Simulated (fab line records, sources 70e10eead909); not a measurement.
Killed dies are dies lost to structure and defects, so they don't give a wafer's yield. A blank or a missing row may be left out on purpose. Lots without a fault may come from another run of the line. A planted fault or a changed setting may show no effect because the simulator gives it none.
Which tool did it? | flow nand_harc | 12 lots, 36 wafers sampled, at 5 steps of a route of 1302

WHAT THE GAUGES READ, wafer by wafer
NHARC_P_ZERO_WELL_CD_MEAS_52: target cd 2000 nm. Usual: cd_nm 1999.8 nm, standard deviation 1.5.
lot  | measured     | on        | cd_nm (nm)           | flag
L491 | day 2 01:38  | cd_sem-02 | 1999.2 2001.6 1999.2 |
L492 | day 2 12:30  | cd_sem-01 | 2000.1 1999.2 2001.2 |
L494 | day 3 07:46  | cd_sem-03 | 2001.4 2000.5 1998.8 |
L495 | day 3 17:47  | cd_sem-01 | 2000.4 1998.6 2003.3 |
L497 | day 4 14:02  | cd_sem-03 | 1899.7 1902.9 1902.0 | OFF
L498 | day 4 23:59  | cd_sem-03 | 2000.1 2002.5 2000.0 |
L507 | day 8 20:11  | cd_sem-02 | 1997.9 2000.1 1995.5 |
L508 | day 9 03:53  | cd_sem-01 | 1996.8 1999.4 1999.3 |
L509 | day 9 13:55  | cd_sem-02 | 2000.8 2000.3 2002.3 |
L510 | day 10 00:50 | cd_sem-03 | 2001.3 2001.7 1997.6 |
L511 | day 10 10:02 | cd_sem-03 | 1999.6 1998.9 1998.6 |
L513 | day 11 05:49 | cd_sem-01 | 2001.6 1998.2 1999.1 |

NHARC_P_STI_OCD_MEAS_17. Usual: trench_depth_nm 305 nm, standard deviation 4.4; trench_foot_cd_nm 157.3 nm, standard deviation 2.8.
lot  | measured     | on     | trench_depth_nm (nm) | trench_foot_cd_nm (nm) | flag
L491 | day 2 21:53  | ocd-01 | 300 297 313          | 156.3 159.1 156.8      |
L492 | day 3 06:32  | ocd-02 | 297 313 298          | 159.4 159.7 162.4      |
L494 | day 4 02:50  | ocd-02 | 309 301 305          | 155.4 157.0 157.2      |
L495 | day 4 12:49  | ocd-02 | 304 296 304          | 154.5 159.9 155.4      |
L497 | day 5 11:11  | ocd-01 | 303 305 301          | 157.6 158.7 159.1      |
L498 | day 5 18:27  | ocd-01 | 305 298 304          | 157.1 161.5 160.0      |
L507 | day 9 15:40  | ocd-02 | 300 304 304          | 161.6 162.7 158.4      |
L508 | day 10 00:14 | ocd-01 | 303 309 301          | 157.1 158.0 163.3      |
L509 | day 10 07:58 | ocd-02 | 303 310 301          | 157.8 158.6 162.3      |
L510 | day 10 21:44 | ocd-01 | 299 306 307          | 157.1 154.4 154.6      |
L511 | day 11 03:44 | ocd-02 | 306 304 314          | 160.9 155.9 157.2      |
L513 | day 12 01:12 | ocd-02 | 307 311 307          | 159.8 156.3 155.8      |

NHARC_P_STI_OCD_MEAS_43. Usual: trench_depth_nm 305 nm, standard deviation 4.4; trench_foot_cd_nm 157.3 nm, standard deviation 2.8.
lot  | measured     | on     | trench_depth_nm (nm) | trench_foot_cd_nm (nm) | flag
L491 | day 2 22:24  | ocd-02 | 300 297 313          | 156.2 159.0 156.7      |
L492 | day 3 07:02  | ocd-01 | 296 314 299          | 159.3 159.8 161.9      |
L494 | day 4 03:20  | ocd-01 | 309 301 304          | 155.2 157.5 157.5      |
L495 | day 4 13:20  | ocd-01 | 304 296 305          | 154.7 159.9 155.2      |
L497 | day 5 11:41  | ocd-02 | 302 305 301          | 158.1 158.8 158.7      |
L498 | day 5 19:03  | ocd-02 | 305 299 304          | 156.9 160.8 160.2      |
L507 | day 9 16:10  | ocd-01 | 300 304 304          | 161.6 162.7 158.6      |
L508 | day 10 00:44 | ocd-02 | 303 309 301          | 157.1 157.5 163.1      |
L509 | day 10 08:28 | ocd-01 | 302 310 301          | 158.4 158.5 161.9      |
L510 | day 10 22:14 | ocd-02 | 299 306 307          | 157.0 153.4 154.4      |
L511 | day 11 04:15 | ocd-01 | 306 303 314          | 160.8 155.5 157.4      |
L513 | day 12 01:43 | ocd-01 | 308 311 308          | 159.6 156.4 155.4      |

WHICH TOOL RAN EACH LOT (tool, then ch and the chambers of the sampled wafers, then the start)
lot  | NHARC_P_ZERO_WELL_EXPOSE_49       | NHARC_P_STI_ETCH_31
L491 | krf_scanner-04 ch 0, day 2 01:29  | rie_diel-09 ch 1,3, day 2 21:53 or earlier
L492 | krf_scanner-04 ch 0, day 2 12:20  | rie_diel-09 ch 0,2,3, day 3 06:32 or earlier
L494 | krf_scanner-02 ch 0, day 3 07:37  | rie_diel-13 ch 0,3, day 4 02:50 or earlier
L495 | krf_scanner-01 ch 0, day 3 17:39  | rie_diel-13 ch 2,3, day 4 12:49 or earlier
L497 | krf_scanner-01 ch 0, day 4 13:53  | rie_diel-09 ch 0,1, day 5 11:11 or earlier
L498 | krf_scanner-01 ch 0, day 4 23:50  | rie_diel-13 ch 0,1,3, day 5 18:27 or earlier
L507 | krf_scanner-01 ch 0, day 8 20:02  | rie_diel-13 ch 0,1,2, day 9 15:40 or earlier
L508 | krf_scanner-04 ch 0, day 9 03:43  | rie_diel-13 ch 1,2, day 10 00:14 or earlier
L509 | krf_scanner-02 ch 0, day 9 13:46  | rie_diel-13 ch 0,2, day 10 07:58 or earlier
L510 | krf_scanner-02 ch 0, day 10 00:41 | rie_diel-13 ch 0,1,3, day 10 21:44 or earlier
L511 | krf_scanner-02 ch 0, day 10 09:53 | rie_diel-09 ch 0,1, day 11 03:44 or earlier
L513 | krf_scanner-01 ch 0, day 11 05:40 | rie_diel-09 ch 1,2,3, day 12 01:12 or earlier
- NHARC_P_ZERO_WELL_EXPOSE_49: exposes mask P HVPW, target cd 2000 nm.
- NHARC_P_STI_ETCH_31: etches the open film in CF4/CHF3, target depth 108.9 nm, time 54.5 s.

WHAT THE TOOLS THEMSELVES READ (means of the sampled wafers that have a number; where no wafer has one, the mark that the record gives instead)
NHARC_P_ZERO_WELL_EXPOSE_49. Usual: reticle_temp_C 22.98 C, standard deviation 0.11.
lot  | tool           | reticle_temp_C (C) | flag
L491 | krf_scanner-04 | 22.91              |
L492 | krf_scanner-04 | 23.14              |
L494 | krf_scanner-02 | 23.05              |
L495 | krf_scanner-01 | 23.07              |
L497 | krf_scanner-01 | 23.10              |
L498 | krf_scanner-01 | 22.90              |
L507 | krf_scanner-01 | 23.03              |
L508 | krf_scanner-04 | 22.94              |
L509 | krf_scanner-02 | 23.02              |
L510 | krf_scanner-02 | 22.95              |
L511 | krf_scanner-02 | 23.06              |
L513 | krf_scanner-01 | 23.00              |

NHARC_P_STI_ETCH_31. Usual: chf3_flow_sccm 29.99 sccm, standard deviation 0.088; drypump_motor_current_A 5.7 A, standard deviation 0.38; oes_product_au 0.959 a.u., standard deviation 0.018; rf_vpp_V 370.3 V, standard deviation 2.5; showerhead_plenum_p_Torr 1.57 Torr, standard deviation 0.067; throttle_valve_pct 16.802 %, standard deviation 0.0089.
lot  | tool        | chf3_flow_sccm (sccm) | drypump_motor_current_A (A) | oes_product_au (a.u.) | rf_vpp_V (V) | showerhead_plenum_p_Torr (Torr) | throttle_valve_pct (%) | flag
L491 | rie_diel-09 | 29.99                 | 5.2                         | 0.968                 | 370.7        | 1.58                            | 16.802                 |
L492 | rie_diel-09 | 30.01                 | 5.5                         | 0.944                 | 369.6        | 1.53                            | 16.798                 |
L494 | rie_diel-13 | 29.93                 | 6.2                         | 0.939                 | 373.5        | 1.64                            | 16.797                 |
L495 | rie_diel-13 | 30.02                 | 5.9                         | 0.956                 | 368.4        | 1.53                            | 16.803                 |
L497 | rie_diel-09 | 29.99                 | 5.3                         | 0.964                 | 370.2        | 1.56                            | 16.799                 |
L498 | rie_diel-13 | 30.02                 | 6.0                         | 0.972                 | 372.4        | 1.63                            | 16.802                 |
L507 | rie_diel-13 | 30.07                 | 6.1                         | 0.960                 | 370.7        | 1.59                            | 16.812                 |
L508 | rie_diel-13 | 30.08                 | 6.0                         | 0.953                 | 369.0        | 1.53                            | 16.801                 |
L509 | rie_diel-13 | 29.98                 | 6.4                         | 0.922                 | 371.1        | 1.59                            | 16.800                 |
L510 | rie_diel-13 | 29.94                 | 5.9                         | 0.973                 | 372.3        | 1.63                            | 16.796                 |
L511 | rie_diel-09 | 30.01                 | 5.4                         | 0.958                 | 369.7        | 1.56                            | 16.800                 |
L513 | rie_diel-09 | 29.98                 | 5.4                         | 0.968                 | 370.4        | 1.57                            | 16.802                 |

THE ANSWER, worked out from the rows above alone
Rule: a lot is off if the mean of its wafers that have a number lies more than 3 standard deviations from the usual mean. A lot without any number at a reading at which 4 lots or more have one is off too. The other lots that the step has rows for count as sound. The gauges are gone through in route order, then the tools' own readings, and for those a lot's mean is taken as printed above. The first step at which some lot is off is used, and at that step the reading that is off furthest; a lot without a number counts as furthest.
Off: L497, at NHARC_P_ZERO_WELL_CD_MEAS_52 (cd_nm).
A tool fits if, at a process step before that reading, it ran every lot that is off, and no sound lot after the first of them. The gauges at NHARC_P_ZERO_WELL_CD_MEAS_52 are tried like those tools. None of those tried fits.

WHAT THE SIMULATOR HAD PUT IN
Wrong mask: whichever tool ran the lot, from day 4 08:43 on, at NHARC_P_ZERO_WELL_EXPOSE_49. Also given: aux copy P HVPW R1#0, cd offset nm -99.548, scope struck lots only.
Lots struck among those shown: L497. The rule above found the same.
